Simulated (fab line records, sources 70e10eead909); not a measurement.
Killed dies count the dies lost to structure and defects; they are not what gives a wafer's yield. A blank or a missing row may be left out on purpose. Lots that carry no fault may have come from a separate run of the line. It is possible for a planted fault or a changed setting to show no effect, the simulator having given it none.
Chamber matching + flow nandHarc + NHARC_P_CONTACT_DEP_30 on pecvd-04 has 3 sister chambers
The step deposits SiNx, target thk 30 nm. 6 wafers are shown with their chamber, then 12 later ones without.

EACH WAFER AND ITS CHAMBER
| wafer  | chamber | heaterPowerW (W) |
|--------|---------|------------------|
| L081.2 | 1       | 695              |
| L082.3 | 0       | 726              |
| L082.5 | 0       | 732              |
| L085.2 | 2       | 683              |
| L085.4 | 1       | 734              |
| L085.5 | 2       | 687              |

WAFERS WITHOUT THEIR CHAMBER
| wafer  | heaterPowerW (W) |
|--------|------------------|
| L088.2 | 818              |
| L088.3 | 790              |
| L088.5 | 817              |
| L093.1 | 803              |
| L093.4 | 792              |
| L093.5 | 755              |
| L094.1 | 779              |
| L094.3 | 716              |
| L094.4 | 802              |
| L097.1 | 822              |
| L097.2 | 741              |
| L097.4 | 742              |

WHICH CHAMBER EACH WENT THROUGH
| wafer  | from the rows above          | in truth |
|--------|------------------------------|----------|
| L088.2 | can't be placed: 0 or 1      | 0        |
| L088.3 | can't be placed: 0 or 1      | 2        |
| L088.5 | can't be placed: 0 or 1      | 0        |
| L093.1 | can't be placed: 0 or 1      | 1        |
| L093.4 | can't be placed: 0 or 1      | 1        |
| L093.5 | can't be placed: 0 or 1      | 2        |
| L094.1 | can't be placed: 0 or 1      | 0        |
| L094.3 | can't be placed: 1 or 0 or 2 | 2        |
| L094.4 | can't be placed: 0 or 1      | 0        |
| L097.1 | can't be placed: 0 or 1      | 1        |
| L097.2 | can't be placed: 0 or 1      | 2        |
| L097.4 | can't be placed: 0 or 1      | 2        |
0 of 12 placed correctly. Unplaceable from these rows: 12, with the true chamber sitting among the candidates in 8. Number placed wrongly: 0.
How it was worked out, from the rows above alone: a wafer's distance from a chamber is the root of the sum, over the readings, of the square of ((its reading less the chamber's mean) divided by the reading's scatter). The wafer belongs to the nearest chamber; if the next one is less than 2 further off, it can't be placed. A chamber's mean is the mean of its shown wafers. How the scatter is found: for the shown wafers, subtract from each reading the mean of its chamber, square and add these, divide the total by (wafers less chambers), then take the root.
